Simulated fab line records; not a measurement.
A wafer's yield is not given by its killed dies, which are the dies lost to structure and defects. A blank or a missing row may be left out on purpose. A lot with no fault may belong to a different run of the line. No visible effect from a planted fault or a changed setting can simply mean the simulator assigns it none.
fab line records -- flow n5_finfet
record lots=7, wafers=21
route steps=1938 shown BEOL_M14@1763 BEOL_M15@1797
start_h: start of the lot's first displayed wafer, in hours after the record's first day -- wait_h: hours since the lot's step before -- " as in the row above -- L1.1+2: a single row standing in for several wafers -- - no value present, or no start provided -- * or withheld: withheld -- < > ~ a bound
route shown NAME@n: names a module that has steps shown in the file, with the first one's number in the route -- usual: the fault-free wafers' mean and standard deviation -- same: alike in all rows -- chamber/n: place in a boat -- sites: per-site readings -- _std_site: the values' standard deviation -- _edge_site: the outer-site mean with the inner-site mean subtracted -- radius_mm: for every site, how far away it sits from the centre of the wafer -- mask NAME#n: copy n -- behind: the last tool/chamber to shape the wafer -- hold: cause of the lot's hold/its duration in hours/its outcome -- device: names the non-switching transistor (n, p or np) -- end of line: the same wafers' tests at the end of the route -- a step given without rows: its recipe and nothing more -- killed: not the wafer's yield, but the dies lost to structure and defects at the first sort -- map: shows each die of a wafer: x if killed, . if not, _ if none is there
set.NAME: the setting the step ran with; set.NAME@STEP: the setting that earlier step ran with -- model.NAME: the simulator's own value behind a step, which no gauge read
lots with deliberately changed settings; one table per step, one row per wafer
## steps
# step N5_BEOL_M14_SPUTTER_44
# recipe material=Ta, target_thk_a=150, temp_c=50, bias_v=80, power_w=15000, chamber_pressure_pa=0.07, time_s=24.19
lot.wafer,tool,chamber,start_h,wait_h,set.time_s,model.Ta_of_BEOL_M14_SPUTTER_44.thk_nm
L074.1,pvd_sputter-02,-,233.82,0.0,25.4,16
L074.4,pvd_sputter-02,-,233.82,0.0,24.19,15
L074.5,pvd_sputter-02,-,233.82,0.0,25.4,16.2
L077.2,pvd_sputter-03,-,266.26,0.0,24.19,15.2
L077.3,pvd_sputter-03,-,266.26,0.0,24.19,14.8
L077.4,pvd_sputter-03,-,266.26,0.0,24.19,15.6
L085.1,pvd_sputter-03,-,302.04,0.0,22.17,14
L085.2,pvd_sputter-03,-,302.04,0.0,22.17,13.4
L085.4,pvd_sputter-03,-,302.04,0.0,24.19,14.8
L084.1,pvd_sputter-02,-,305.09,0.0,23.16,14.6
L084.2,pvd_sputter-02,-,305.09,0.0,24.19,15
L084.5,pvd_sputter-02,-,305.09,0.0,24.19,15.2
L087.1,pvd_sputter-02,-,322.90,0.0,24.19,15.2
L087.2,pvd_sputter-02,-,322.90,0.0,27.36,17.4
L087.5,pvd_sputter-02,-,322.90,0.0,27.36,17
L086.1+6,pvd_sputter-02,-,325.38,0.0,24.19,15.2
L086.3,pvd_sputter-02,-,325.38,0.0,24.19,14.8
L093.3,pvd_sputter-01,-,375.87,0.0,27.23,16.8
L093.4,pvd_sputter-01,-,375.87,0.0,24.19,14.6
L093.6,pvd_sputter-01,-,375.87,0.0,27.23,16.4
# step N5_BEOL_M14_DEP_53
# recipe material=SiCN, target_thk_a=500, temp_c=withheld, precursor=3MS/NH3, pressure_torr=3, rf_w=675, time_s=17.8
lot.wafer,tool,chamber,start_h,wait_h,set.time_s,model.SiCN_of_BEOL_M14_DEP_53.thk_nm
L074.1,pecvd-01,1,234.91,0.1,17.8,49.4
L074.4+5,pecvd-01,1,234.91,0.1,17.8,50.8
L077.2,pecvd-02,2,267.43,0.0,17.8,50
L077.3,pecvd-02,1,267.43,0.0,17.8,48.8
L077.4,pecvd-02,1,267.43,0.0,17.8,49.8
L085.1,pecvd-03,0,303.29,0.0,17.8,50.8
L085.2,pecvd-03,1,303.29,0.0,17.8,48.8
L085.4,pecvd-03,2,303.29,0.0,17.8,50.4
L084.1,pecvd-01,2,306.13,0.0,17.8,49.8
L084.2,pecvd-01,0,306.13,0.0,16.2,44.4
L084.5,pecvd-01,2,306.13,0.0,16.2,45.8
L087.1,pecvd-03,2,323.96,0.0,17.8,49
L087.2,pecvd-03,0,323.96,0.0,17.8,50.4
L087.5,pecvd-03,1,323.96,0.0,16.77,47
L086.1,pecvd-03,0,326.45,0.0,17.8,50.8
L086.3,pecvd-03,2,326.45,0.0,17.8,49.2
L086.6,pecvd-03,1,326.45,0.0,17.8,49
L093.3,pecvd-02,0,376.96,0.0,17.8,48.4
L093.4,pecvd-02,1,376.96,0.0,19.59,54.4
L093.6,pecvd-02,0,376.96,0.0,17.8,49.2
# step N5_BEOL_M15_COAT_22
# recipe spin_rpm=1704, resist_thk_nm=800
lot.wafer,tool,chamber,start_h,wait_h,set.spin_rpm,model.coat_of_BEOL_M15_COAT_22.thk_nm
L074.1,litho_track-03,0,-,-,1704,801.8
L074.4,litho_track-03,0,-,-,1704,804.8
L074.5,litho_track-03,0,-,-,1847,772.6
L077.2,litho_track-01,0,-,-,1704,799
L077.3,litho_track-01,0,-,-,1704,794.8
L077.4,litho_track-01,0,-,-,1704,796.6
L085.1+4,litho_track-03,0,-,-,1646,816
L085.2,litho_track-03,0,-,-,1704,801.4
L084.1,litho_track-03,0,-,-,1594,826.8
L084.2,litho_track-03,0,-,-,1704,797.2
L084.5,litho_track-03,0,-,-,1704,799.8
L087.1,litho_track-03,0,-,-,1704,803.4
L087.2,litho_track-03,0,-,-,1704,803
L087.5,litho_track-03,0,-,-,1704,806.4
L086.1,litho_track-03,0,-,-,1704,804.2
L086.3,litho_track-03,0,-,-,1704,802.6
L086.6,litho_track-03,0,-,-,1763,792
L093.3,litho_track-01,0,-,-,1522,847.4
L093.4,litho_track-01,0,-,-,1704,801.2
L093.6,litho_track-01,0,-,-,1522,848.4
# step N5_BEOL_M15_PEB_26
# recipe peb_temp_c=130, peb_time_s=90
lot.wafer,tool,chamber,start_h,wait_h,set.peb_temp_c
L074.1+4+5,litho_track-01,0,238.20,0.1,132.6
L077.2+3+4,litho_track-03,0,269.79,0.0,130
L085.1+2+4,litho_track-03,0,305.59,0.1,130
L084.1+2+5,litho_track-02,0,308.34,0.1,126.7
L087.1+2,litho_track-02,0,326.11,0.1,128.9
L087.5,litho_track-02,0,326.11,0.1,130
L086.1+3+6,litho_track-01,0,328.74,0.1,130
L093.3+4+6,litho_track-02,0,379.24,0.0,127.4
# step N5_BEOL_M15_DEVELOP_27
# recipe develop_time_s=45, rinse_liquid=diw, dry=air_spin, dev_temp_c=21
# step N5_BEOL_M15_HARDBAKE_32
# recipe temp_c=130, time_s=120
# step N5_BEOL_M15_DESCUM_33
# recipe chemistry=O2, time_s=7.9, source_power_w=50, bias_power_w=20, pressure_mtorr=20, rf_frequency_hz=2.712e+07, temp_c=40, o2_flow_sccm=225
# step N5_BEOL_M15_ETCH_61
# recipe chemistry=N2/H2, target=BARC, target_depth_a=890, overetch_a=267, time_s=67.9, ion_energy_ev=200, pressure_mtorr=30, source_w=840, bias_w=150, n2_flow_sccm=200, h2_flow_sccm=200
lot.wafer,tool,chamber,start_h,wait_h,set.spin_rpm@BEOL_M15_COAT_22,model.coat_of_BEOL_M15_COAT_22.thk_nm
L074.1,rie_diel-02,0,238.86,0.0,1704,720.2
L074.4,rie_diel-02,1,238.86,0.0,1704,721.8
L074.5,rie_diel-02,0,238.86,0.0,1847,690.6
L077.2,rie_diel-01,1,270.03,0.0,1704,715
L077.3,rie_diel-01,2,270.03,0.0,1704,712.8
L077.4,rie_diel-01,0,270.03,0.0,1704,713.8
L085.1,rie_diel-01,0,306.32,0.0,1646,729.4
L085.2,rie_diel-01,3,306.32,0.0,1704,724.4
L085.4,rie_diel-01,1,306.32,0.0,1646,731.4
L084.1,rie_diel-01,1,308.58,0.0,1594,742.8
L084.2,rie_diel-01,3,308.58,0.0,1704,720.6
L084.5,rie_diel-01,0,308.58,0.0,1704,713.8
L087.1,rie_diel-03,2,326.35,0.0,1704,718.4
L087.2,rie_diel-03,3,326.35,0.0,1704,718.2
L087.5,rie_diel-03,2,326.35,0.0,1704,721
L086.1,rie_diel-02,0,329.03,0.0,1704,723
L086.3,rie_diel-02,2,329.03,0.0,1704,720.2
L086.6,rie_diel-02,2,329.03,0.0,1763,710
L093.3,rie_diel-03,2,379.52,0.0,1522,762
L093.4,rie_diel-03,2,379.52,0.0,1704,716
L093.6,rie_diel-03,1,379.52,0.0,1522,765.8
## key
split step=N5_BEOL_M14_SPUTTER_44, setting=time_s, stated=24.19, by=wafer
response step=N5_BEOL_M14_SPUTTER_44, reading=model.Ta_of_BEOL_M14_SPUTTER_44.thk_nm, change=+0.154, per=1%, r=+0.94
split step=N5_BEOL_M14_DEP_53, setting=time_s, stated=17.8, by=wafer
response step=N5_BEOL_M14_DEP_53, reading=model.SiCN_of_BEOL_M14_DEP_53.thk_nm, change=+0.53, per=1%, r=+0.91
split step=N5_BEOL_M15_COAT_22, setting=spin_rpm, stated=1704, by=wafer
response step=N5_BEOL_M15_COAT_22, reading=model.coat_of_BEOL_M15_COAT_22.thk_nm, change=-4.12, per=1%, r=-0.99
response step=N5_BEOL_M15_ETCH_61, reading=model.coat_of_BEOL_M15_COAT_22.thk_nm, change=-3.97, per=1%, r=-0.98
split step=N5_BEOL_M15_PEB_26, setting=peb_temp_c, stated=130, by=wafer
response none clear
